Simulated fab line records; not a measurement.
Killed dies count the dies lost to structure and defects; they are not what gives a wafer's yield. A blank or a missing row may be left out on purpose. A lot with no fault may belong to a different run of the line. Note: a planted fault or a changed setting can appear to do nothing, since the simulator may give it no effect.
Which tool did it?    flow nand-harc    24 lots, 72 wafers sampled, at 5 steps of a route of 1302

== WHAT EACH GAUGE READ, for each wafer ==
NHARC_A_BLC_OVL_MEAS_11.
lot   measured      on          overlay-x-nm (nm)  overlay-y-nm (nm)
L074  day 23 00:10  overlay-01  1.5 0.5 1.0        0.9 0.7 0.8
L075  day 23 00:54  overlay-02  1.2 0.8 1.4        -0.4 -0.8 -0.2
L076  day 23 06:40  overlay-01  1.3 1.1 1.6        1.2 1.4 2.1
L077  day 24 07:10  overlay-01  -0.4 0.3 -0.2      0.3 0.0 -0.3
L079  day 24 18:10  overlay-01  0.9 -0.3 1.1       -1.3 -1.3 -1.8
L078  day 25 08:18  overlay-02  0.1 0.4 0.0        0.6 0.6 1.3
L081  day 25 13:46  overlay-01  0.7 -0.2 0.1       2.2 2.0 2.0
L082  day 26 00:59  overlay-02  1.5 1.5 1.5        0.3 0.2 0.3
L080  day 26 04:16  overlay-02  -1.4 -1.1 -1.4     -0.9 -0.9 -1.0
L083  day 26 05:21  overlay-02  0.9 0.3 0.5        1.2 1.2 1.1
L084  day 26 10:55  overlay-02  1.2 0.4 0.5        1.6 0.8 1.2
L085  day 27 09:13  overlay-01  0.0 -0.3 0.0       -0.4 -0.2 -0.3
L086  day 27 14:52  overlay-01  -0.5 -0.8 -1.1     -0.1 -0.1 -0.3
L087  day 27 17:17  overlay-01  1.1 0.6 0.3        0.3 0.5 0.6
L088  day 28 22:15  overlay-01  1.3 0.1 0.3        -1.3 -1.4 -1.8
L089  day 28 23:56  overlay-01  0.4 -0.1 0.1       0.9 0.6 0.8
L090  day 29 17:31  overlay-01  -1.6 -1.5 -1.2     0.3 -0.2 -0.1
L091  day 29 18:37  overlay-01  0.6 0.6 0.5        0.4 0.9 0.9
L092  day 29 22:45  overlay-02  0.5 1.6 0.5        -1.0 -1.1 -1.1
L093  day 30 14:55  overlay-01  0.7 0.2 -0.2       0.2 0.3 -0.2
L096  day 30 21:42  overlay-02  -0.5 -0.3 -0.6     -0.8 -1.0 -0.9
L094  day 30 22:01  overlay-01  1.4 0.9 0.9        -1.2 -0.5 -1.4
L095  day 31 03:24  overlay-02  -0.3 0.0 -0.6      -0.8 -0.7 -0.3
L097  day 32 14:44  overlay-02  0.3 1.2 0.6        1.0 0.9 1.0

NHARC_A_M0_THK_MEAS_24: measures by xrf.
lot   measured      on             thk-nm (nm)
L074  day 23 06:37  film-metro-01  112.9 115.9 113.2
L075  day 23 07:28  film-metro-01  116.4 113.5 114.6
L076  day 23 13:05  film-metro-02  115.6 117.3 114.3
L077  day 24 13:40  film-metro-01  115.2 115.1 113.7
L079  day 25 00:38  film-metro-01  116.2 115.6 112.4
L078  day 25 14:47  film-metro-02  112.1 114.8 115.8
L081  day 25 20:20  film-metro-02  112.7 112.5 111.4
L082  day 26 07:21  film-metro-01  113.2 111.5 111.6
L080  day 26 10:35  film-metro-01  112.7 115.6 114.2
L083  day 26 11:58  film-metro-02  113.8 112.6 117.1
L084  day 26 17:35  film-metro-01  113.6 113.9 113.2
L085  day 27 15:40  film-metro-01  114.5 113.7 113.8
L086  day 27 21:20  film-metro-01  115.6 114.7 112.0
L087  day 27 23:46  film-metro-02  112.7 114.6 114.9
L088  day 29 04:43  film-metro-02  115.2 112.8 113.1
L089  day 29 06:25  film-metro-01  112.9 112.4 114.5
L090  day 29 23:58  film-metro-01  113.0 114.4 114.8
L091  day 30 01:04  film-metro-01  111.3 113.9 114.7
L092  day 30 05:04  film-metro-02  114.1 112.0 114.0
L093  day 30 21:23  film-metro-02  114.4 115.9 114.6
L096  day 31 04:10  film-metro-01  111.6 112.4 113.4
L094  day 31 04:28  film-metro-01  112.6 113.1 112.9
L095  day 31 09:52  film-metro-01  114.4 113.1 112.8
L097  day 32 21:39  film-metro-01  115.5 113.2 114.3

NHARC_A_M1_CD_MEAS_16.
lot   measured      on         cd-nm (nm)
L074  day 23 08:39  cd-sem-02  120.6 120.6 120.2
L075  day 23 09:29  cd-sem-03  118.3 119.8 119.1
L076  day 23 15:01  cd-sem-02  119.4 120.3 120.1
L077  day 24 15:42  cd-sem-02  120.5 119.6 119.2
L079  day 25 02:39  cd-sem-01  119.1 119.2 118.1
L078  day 25 16:52  cd-sem-02  120.0 120.0 119.3
L081  day 25 22:25  cd-sem-02  120.3 119.3 119.6
L082  day 26 09:23  cd-sem-01  118.7 119.9 118.9
L080  day 26 12:30  cd-sem-02  117.8 119.1 119.0
L083  day 26 14:01  cd-sem-01  120.0 121.0 120.4
L084  day 26 19:41  cd-sem-01  120.2 120.0 118.9
L085  day 27 17:35  cd-sem-01  120.7 120.8 121.1
L086  day 27 23:25  cd-sem-02  118.3 119.2 118.9
L087  day 28 02:01  cd-sem-01  118.5 118.1 118.6
L088  day 29 06:38  cd-sem-01  119.6 120.2 120.0
L089  day 29 08:31  cd-sem-01  119.7 118.7 120.2
L090  day 30 01:59  cd-sem-02  120.5 120.1 118.2
L091  day 30 02:59  cd-sem-02  120.5 120.0 118.7
L092  day 30 07:07  cd-sem-02  119.0 119.4 119.7
L093  day 30 23:25  cd-sem-02  118.8 120.4 120.1
L096  day 31 06:22  cd-sem-01  118.2 117.7 118.8
L094  day 31 06:40  cd-sem-02  119.7 120.1 118.1
L095  day 31 12:05  cd-sem-03  119.4 119.2 117.9
L097  day 32 23:41  cd-sem-01  119.3 118.5 119.2

== WHAT TOOL EACH LOT RAN ON (gives the tool, then ch and the chambers of the sampled wafers, and finally the start) ==
lot   NHARC_A_BLC_CVD_24                        NHARC_A_BLC_CMP_25
L074  cvd-w-02 ch 0,1, day 23 02:50 or earlier  cmp-01 ch 0,2,3, day 23 02:50
L075  cvd-w-01 ch 0,1, day 23 03:37 or earlier  cmp-02 ch 0,1,2, day 23 03:37
L076  cvd-w-01 ch 1, day 23 09:17 or earlier    cmp-02 ch 1,3, day 23 09:17
L077  cvd-w-01 ch 0,1, day 24 09:50 or earlier  cmp-01 ch 1,2,3, day 24 09:50
L079  cvd-w-02 ch 0,1, day 24 20:49 or earlier  cmp-03 ch 0,1,3, day 24 20:49
L078  cvd-w-02 ch 0,1, day 25 10:58 or earlier  cmp-03 ch 0,1, day 25 10:58
L081  cvd-w-01 ch 0,1, day 25 16:27 or earlier  cmp-02 ch 0,1,3, day 25 16:27
L082  cvd-w-02 ch 0,1, day 26 03:37 or earlier  cmp-03 ch 0,1,3, day 26 03:37
L080  cvd-w-01 ch 0,1, day 26 06:53 or earlier  cmp-01 ch 0,2,3, day 26 06:53
L083  cvd-w-02 ch 0, day 26 08:03 or earlier    cmp-02 ch 0,1,2, day 26 08:03
L084  cvd-w-02 ch 0,1, day 26 13:40 or earlier  cmp-01 ch 0,1,3, day 26 13:40
L085  cvd-w-02 ch 0,1, day 27 11:53 or earlier  cmp-01 ch 0,1,3, day 27 11:53
L086  cvd-w-01 ch 0,1, day 27 17:31 or earlier  cmp-02 ch 0,1, day 27 17:31
L087  cvd-w-02 ch 0,1, day 27 19:58 or earlier  cmp-02 ch 0,2,3, day 27 19:58
L088  cvd-w-02 ch 0,1, day 29 00:55 or earlier  cmp-03 ch 0,3, day 29 00:55
L089  cvd-w-01 ch 0,1, day 29 02:35 or earlier  cmp-03 ch 0,2, day 29 02:35
L090  cvd-w-02 ch 0,1, day 29 20:10 or earlier  cmp-02 ch 0,3, day 29 20:10
L091  cvd-w-01 ch 0,1, day 29 21:16 or earlier  cmp-03 ch 1,2,3, day 29 21:16
L092  cvd-w-02 ch 0, day 30 01:23 or earlier    cmp-03 ch 1,2, day 30 01:23
L093  cvd-w-01 ch 0,1, day 30 17:34 or earlier  cmp-02 ch 1,2,3, day 30 17:34
L096  cvd-w-02 ch 1, day 31 00:22 or earlier    cmp-02 ch 0,1,3, day 31 00:22
L094  cvd-w-01 ch 0,1, day 31 00:39 or earlier  cmp-01 ch 0,1,2, day 31 00:39
L095  cvd-w-01 ch 0,1, day 31 06:04 or earlier  cmp-03 ch 0,3, day 31 06:04
L097  cvd-w-02 ch 0,1, day 32 17:23 or earlier  cmp-01 ch 1,2, day 32 17:23
- NHARC_A_BLC_CVD_24: deposits W, target thk 150 nm, time 434 s.
- NHARC_A_BLC_CMP_25: polishes, t overpolish 30 s, target thk 150 nm.

== WHAT THE TOOLS THEMSELVES READ (means of the sampled wafers that have a number; where no wafer has one, the mark that the record gives instead) ==
NHARC_A_BLC_CVD_24.
lot   tool      heater-power-outer-w (W)  heater-power-w (W)  throttle-valve-pct (%)
L074  cvd-w-02  254                       475                 7.7
L075  cvd-w-01  254                       474                 7.9
L076  cvd-w-01  250                       454                 7.8
L077  cvd-w-01  257                       485                 7.9
L079  cvd-w-02  253                       457                 7.7
L078  cvd-w-02  258                       472                 7.8
L081  cvd-w-01  249                       454                 7.8
L082  cvd-w-02  251                       455                 7.6
L080  cvd-w-01  245                       463                 7.8
L083  cvd-w-02  255                       491                 8.0
L084  cvd-w-02  253                       459                 7.6
L085  cvd-w-02  256                       465                 7.7
L086  cvd-w-01  263                       498                 8.0
L087  cvd-w-02  254                       451                 7.6
L088  cvd-w-02  250                       451                 7.6
L089  cvd-w-01  252                       462                 7.9
L090  cvd-w-02  251                       451                 7.6
L091  cvd-w-01  260                       484                 8.0
L092  cvd-w-02  251                       483                 7.9
L093  cvd-w-01  256                       463                 7.8
L096  cvd-w-02  252                       425                 7.4
L094  cvd-w-01  259                       482                 8.0
L095  cvd-w-01  262                       483                 8.1
L097  cvd-w-02  250                       464                 7.6

NHARC_A_BLC_CMP_25.
lot   tool    motor-current-A (A)  overpolish-run-s (s)  time-to-endpoint-s (s)
L074  cmp-01  12.0                 29.997                31.2
L075  cmp-02  11.9                 29.992                29.2
L076  cmp-02  12.5                 30.008                30.1
L077  cmp-01  12.4                 30.004                29.7
L079  cmp-03  12.7                 30.007                30.0
L078  cmp-03  11.4                 29.999                31.1
L081  cmp-02  12.7                 29.999                27.6
L082  cmp-03  13.4                 30.008                28.4
L080  cmp-01  11.5                 30.005                33.6
L083  cmp-02  12.2                 30.006                28.8
L084  cmp-01  13.0                 30.003                30.3
L085  cmp-01  13.0                 30.001                28.1
L086  cmp-02  12.3                 30.004                30.5
L087  cmp-02  11.8                 29.992                28.6
L088  cmp-03  12.7                 29.991                25.6
L089  cmp-03  11.1                 30.002                28.7
L090  cmp-02  11.7                 29.995                29.3
L091  cmp-03  13.5                 29.991                28.8
L092  cmp-03  11.9                 29.997                27.2
L093  cmp-02  12.6                 30.004                30.7
L096  cmp-02  12.4                 29.998                25.9
L094  cmp-01  12.5                 30.001                29.9
L095  cmp-03  12.2                 30.003                25.8
L097  cmp-01  11.8                 29.994                29.2

== THE ANSWER, worked out from the rows above alone ==
Rule: usual is defined by the lots themselves. The widest of any qualifying gaps counts: lots, ordered by their means at a reading, are off when they make up no more than a third of the lots, leave a main group of 4 or more, and stand apart from it by 3 or more times the standard deviation of that group's means. Not used: any main group whose means are identical at the precision the tables above print for the reading. Also off: a lot with no number at a reading for which 4 or more lots have one. Where the step has rows for the other lots, those lots are counted as sound. First the gauges in route order, then the tools' own readings, where a lot's mean is used as printed above. The first step at which some lot is off is used, and at that step the reading that is off furthest; a lot without a number counts as furthest.
No lot is off at any reading shown: from this, nothing can be told.

== WHAT HAD BEEN PUT IN BY THE SIMULATOR ==
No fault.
